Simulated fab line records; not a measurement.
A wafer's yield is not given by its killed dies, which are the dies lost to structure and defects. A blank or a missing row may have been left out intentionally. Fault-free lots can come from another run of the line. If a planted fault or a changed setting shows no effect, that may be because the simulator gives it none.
Lot-split experiment / flow n5Finfet / 39 wafers read from 7 lots, route of 1938 steps

## SPLIT DETAILS
At N5_BEOL_M5_ETCH_68 (etches SOC in N2/H2, target depth 80 nm, overetch 16 nm, time 120 s), the setting timeS was moved away from the recipe's 120 s on 15 of the 39 wafers read, by -56.1% to +53.2%. For the rest of the wafers, this setting stayed at what the recipe calls for.

The reading is taken at the split's own step.

## THE READING
SiARC_of_BEOL_M5_COAT_66.thkNm (the simulator's own value, which no gauge read), in nm, at N5_BEOL_M5_ETCH_68 (etches SOC in N2/H2, target depth 80 nm, overetch 16 nm, time 120 s). The file does not state a usual value for it. Across the 24 wafers here that went through the recipe, the average is 6.4 nm and the standard deviation 0.31 nm.

wafer=L074.2; tool, chamber at the split=rieDiel-03, 0,3,3; timeS as run, s=120; against the recipe=recipe; SiARC_of_BEOL_M5_COAT_66.thkNm, nm=6.4; against lot-mates on the recipe=-
wafer=L074.3; tool, chamber at the split=rieDiel-03, 0,3,3; timeS as run, s=120; against the recipe=recipe; SiARC_of_BEOL_M5_COAT_66.thkNm, nm=6.4; against lot-mates on the recipe=-
wafer=L074.6; tool, chamber at the split=rieDiel-03, 0,3,3; timeS as run, s=120; against the recipe=recipe; SiARC_of_BEOL_M5_COAT_66.thkNm, nm=6.4; against lot-mates on the recipe=-
wafer=L075.1; tool, chamber at the split=rieDiel-05, 3; timeS as run, s=120; against the recipe=recipe; SiARC_of_BEOL_M5_COAT_66.thkNm, nm=6.4; against lot-mates on the recipe=-
wafer=L075.2; tool, chamber at the split=rieDiel-05, 1; timeS as run, s=120; against the recipe=recipe; SiARC_of_BEOL_M5_COAT_66.thkNm, nm=6; against lot-mates on the recipe=-
wafer=L075.3; tool, chamber at the split=rieDiel-05, 0; timeS as run, s=52.69; against the recipe=-56.1%; SiARC_of_BEOL_M5_COAT_66.thkNm, nm=9.4; against lot-mates on the recipe=+3.3
wafer=L075.5; tool, chamber at the split=rieDiel-05, 0; timeS as run, s=52.69; against the recipe=-56.1%; SiARC_of_BEOL_M5_COAT_66.thkNm, nm=9.4; against lot-mates on the recipe=+3.3
wafer=L075.4; tool, chamber at the split=rieDiel-05, 2; timeS as run, s=52.69; against the recipe=-56.1%; SiARC_of_BEOL_M5_COAT_66.thkNm, nm=9.8; against lot-mates on the recipe=+3.7
wafer=L075.6; tool, chamber at the split=rieDiel-05, 1; timeS as run, s=120; against the recipe=recipe; SiARC_of_BEOL_M5_COAT_66.thkNm, nm=5.8; against lot-mates on the recipe=-
wafer=L082.1; tool, chamber at the split=rieDiel-05, 3; timeS as run, s=154.8; against the recipe=+29.0%; SiARC_of_BEOL_M5_COAT_66.thkNm, nm=5; against lot-mates on the recipe=-1.5
wafer=L082.2; tool, chamber at the split=rieDiel-05, 0,1; timeS as run, s=120; against the recipe=recipe; SiARC_of_BEOL_M5_COAT_66.thkNm, nm=6.2; against lot-mates on the recipe=-
wafer=L082.3; tool, chamber at the split=rieDiel-05, 0,1; timeS as run, s=120; against the recipe=recipe; SiARC_of_BEOL_M5_COAT_66.thkNm, nm=6.2; against lot-mates on the recipe=-
wafer=L082.4; tool, chamber at the split=rieDiel-05, 2; timeS as run, s=154.8; against the recipe=+29.0%; SiARC_of_BEOL_M5_COAT_66.thkNm, nm=5.4; against lot-mates on the recipe=-1.1
wafer=L082.5; tool, chamber at the split=rieDiel-05, 2; timeS as run, s=120; against the recipe=recipe; SiARC_of_BEOL_M5_COAT_66.thkNm, nm=7; against lot-mates on the recipe=-
wafer=L082.6; tool, chamber at the split=rieDiel-05, 1; timeS as run, s=154.8; against the recipe=+29.0%; SiARC_of_BEOL_M5_COAT_66.thkNm, nm=4.4; against lot-mates on the recipe=-2.1
wafer=L084.1; tool, chamber at the split=rieDiel-03, 3,2,0; timeS as run, s=120; against the recipe=recipe; SiARC_of_BEOL_M5_COAT_66.thkNm, nm=6.4; against lot-mates on the recipe=-
wafer=L084.2; tool, chamber at the split=rieDiel-03, 3,2,0; timeS as run, s=120; against the recipe=recipe; SiARC_of_BEOL_M5_COAT_66.thkNm, nm=6.4; against lot-mates on the recipe=-
wafer=L084.4; tool, chamber at the split=rieDiel-03, 3,2,0; timeS as run, s=120; against the recipe=recipe; SiARC_of_BEOL_M5_COAT_66.thkNm, nm=6.4; against lot-mates on the recipe=-
wafer=L084.3; tool, chamber at the split=rieDiel-03, 1,3,2; timeS as run, s=64.77; against the recipe=-46.0%; SiARC_of_BEOL_M5_COAT_66.thkNm, nm=9; against lot-mates on the recipe=+2.6
wafer=L084.5; tool, chamber at the split=rieDiel-03, 1,3,2; timeS as run, s=64.77; against the recipe=-46.0%; SiARC_of_BEOL_M5_COAT_66.thkNm, nm=9; against lot-mates on the recipe=+2.6
wafer=L084.6; tool, chamber at the split=rieDiel-03, 1,3,2; timeS as run, s=64.77; against the recipe=-46.0%; SiARC_of_BEOL_M5_COAT_66.thkNm, nm=9; against lot-mates on the recipe=+2.6
wafer=L087.1; tool, chamber at the split=rieDiel-05, 2; timeS as run, s=120; against the recipe=recipe; SiARC_of_BEOL_M5_COAT_66.thkNm, nm=6.8; against lot-mates on the recipe=-
wafer=L087.2; tool, chamber at the split=rieDiel-05, 0; timeS as run, s=183.9; against the recipe=+53.2%; SiARC_of_BEOL_M5_COAT_66.thkNm, nm=3.2; against lot-mates on the recipe=-3.3
wafer=L087.3; tool, chamber at the split=rieDiel-05, 3; timeS as run, s=120; against the recipe=recipe; SiARC_of_BEOL_M5_COAT_66.thkNm, nm=6.6; against lot-mates on the recipe=-
wafer=L087.4; tool, chamber at the split=rieDiel-05, 1; timeS as run, s=183.9; against the recipe=+53.2%; SiARC_of_BEOL_M5_COAT_66.thkNm, nm=3; against lot-mates on the recipe=-3.5
wafer=L087.5; tool, chamber at the split=rieDiel-05, 1; timeS as run, s=183.9; against the recipe=+53.2%; SiARC_of_BEOL_M5_COAT_66.thkNm, nm=3; against lot-mates on the recipe=-3.5
wafer=L087.6; tool, chamber at the split=rieDiel-05, 0; timeS as run, s=120; against the recipe=recipe; SiARC_of_BEOL_M5_COAT_66.thkNm, nm=6.2; against lot-mates on the recipe=-
wafer=L090.1; tool, chamber at the split=rieDiel-06, 0; timeS as run, s=120; against the recipe=recipe; SiARC_of_BEOL_M5_COAT_66.thkNm, nm=6.4; against lot-mates on the recipe=-
wafer=L090.2; tool, chamber at the split=rieDiel-06, 3; timeS as run, s=120; against the recipe=recipe; SiARC_of_BEOL_M5_COAT_66.thkNm, nm=6; against lot-mates on the recipe=-
wafer=L090.3; tool, chamber at the split=rieDiel-06, 1; timeS as run, s=92.12; against the recipe=-23.2%; SiARC_of_BEOL_M5_COAT_66.thkNm, nm=7.8; against lot-mates on the recipe=+1.5
wafer=L090.4; tool, chamber at the split=rieDiel-06, 2; timeS as run, s=92.12; against the recipe=-23.2%; SiARC_of_BEOL_M5_COAT_66.thkNm, nm=7.4; against lot-mates on the recipe=+1.1
wafer=L090.5; tool, chamber at the split=rieDiel-06, 0; timeS as run, s=92.12; against the recipe=-23.2%; SiARC_of_BEOL_M5_COAT_66.thkNm, nm=7.6; against lot-mates on the recipe=+1.3
wafer=L090.6; tool, chamber at the split=rieDiel-06, 1; timeS as run, s=120; against the recipe=recipe; SiARC_of_BEOL_M5_COAT_66.thkNm, nm=6.6; against lot-mates on the recipe=-
wafer=L093.1; tool, chamber at the split=rieDiel-05, 1; timeS as run, s=120; against the recipe=recipe; SiARC_of_BEOL_M5_COAT_66.thkNm, nm=6; against lot-mates on the recipe=-
wafer=L093.2; tool, chamber at the split=rieDiel-05, 0; timeS as run, s=120; against the recipe=recipe; SiARC_of_BEOL_M5_COAT_66.thkNm, nm=6.4; against lot-mates on the recipe=-
wafer=L093.3; tool, chamber at the split=rieDiel-05, 3; timeS as run, s=120; against the recipe=recipe; SiARC_of_BEOL_M5_COAT_66.thkNm, nm=6.6; against lot-mates on the recipe=-
wafer=L093.4; tool, chamber at the split=rieDiel-05, 2; timeS as run, s=120; against the recipe=recipe; SiARC_of_BEOL_M5_COAT_66.thkNm, nm=7; against lot-mates on the recipe=-
wafer=L093.6; tool, chamber at the split=rieDiel-05, 2; timeS as run, s=120; against the recipe=recipe; SiARC_of_BEOL_M5_COAT_66.thkNm, nm=7; against lot-mates on the recipe=-
wafer=L093.5; tool, chamber at the split=rieDiel-05, 1; timeS as run, s=120; against the recipe=recipe; SiARC_of_BEOL_M5_COAT_66.thkNm, nm=6.2; against lot-mates on the recipe=-
If several chambers appear in one row, that row covers several wafers at once and the file leaves open which wafer was in which chamber.

THE FIT
A straight line over all 39 wafers: SiARC_of_BEOL_M5_COAT_66.thkNm changes by -0.0574 nm for each +1% of timeS; r = -0.98; the points scatter about the line by 0.31 nm.
The same after taking each lot's own level away (the mean of its wafers on the recipe; 39 wafers): -0.0605 nm for each +1%; r = -0.99; scatter 0.29 nm.
Per that fit: largest timeS move, reading shift of 3.4 nm.
Across the lots, their own levels run from 6.07 to 6.53 nm, a range of 1.5 times the standard deviation given above.
So the lot-to-lot level changes the slope little: the two slopes agree.
Check: +3.38 nm against its lot-mates is what the line predicts for one of the wafers moved furthest among these (-56.1%) when that wafer is left out of the fit. Against them it came out at +3.33 nm.

## OTHER SPLITS ON THESE WAFERS
Note: prior to the reading, these wafers also went through further splits. Each is held against what the fit with the lots' levels taken away leaves over:
other split on the same wafers=N5_SD_EPI_N_ETCH_35 timeS; wafers away from the commonest value=12; r with SiARC_of_BEOL_M5_COAT_66.thkNm (lot level and that fit taken away)=+0.16
other split on the same wafers=N5_HKMG_FIN_CVD_62 targetThkA; wafers away from the commonest value=15; r with SiARC_of_BEOL_M5_COAT_66.thkNm (lot level and that fit taken away)=+0.13
other split on the same wafers=N5_MOL_CONTACT_COAG_DESCUM_45 timeS; wafers away from the commonest value=18; r with SiARC_of_BEOL_M5_COAT_66.thkNm (lot level and that fit taken away)=+0.10
other split on the same wafers=N5_BEOL_M2_DESCUM_33 timeS; wafers away from the commonest value=15; r with SiARC_of_BEOL_M5_COAT_66.thkNm (lot level and that fit taken away)=-0.12
other split on the same wafers=N5_BEOL_M3_DEP_57 timeS; wafers away from the commonest value=9; r with SiARC_of_BEOL_M5_COAT_66.thkNm (lot level and that fit taken away)=-0.07

## THE FILE'S OWN FIT
SiARC_of_BEOL_M5_COAT_66.thkNm changes by -0.0604 nm for each +1% of timeS, r = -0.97.
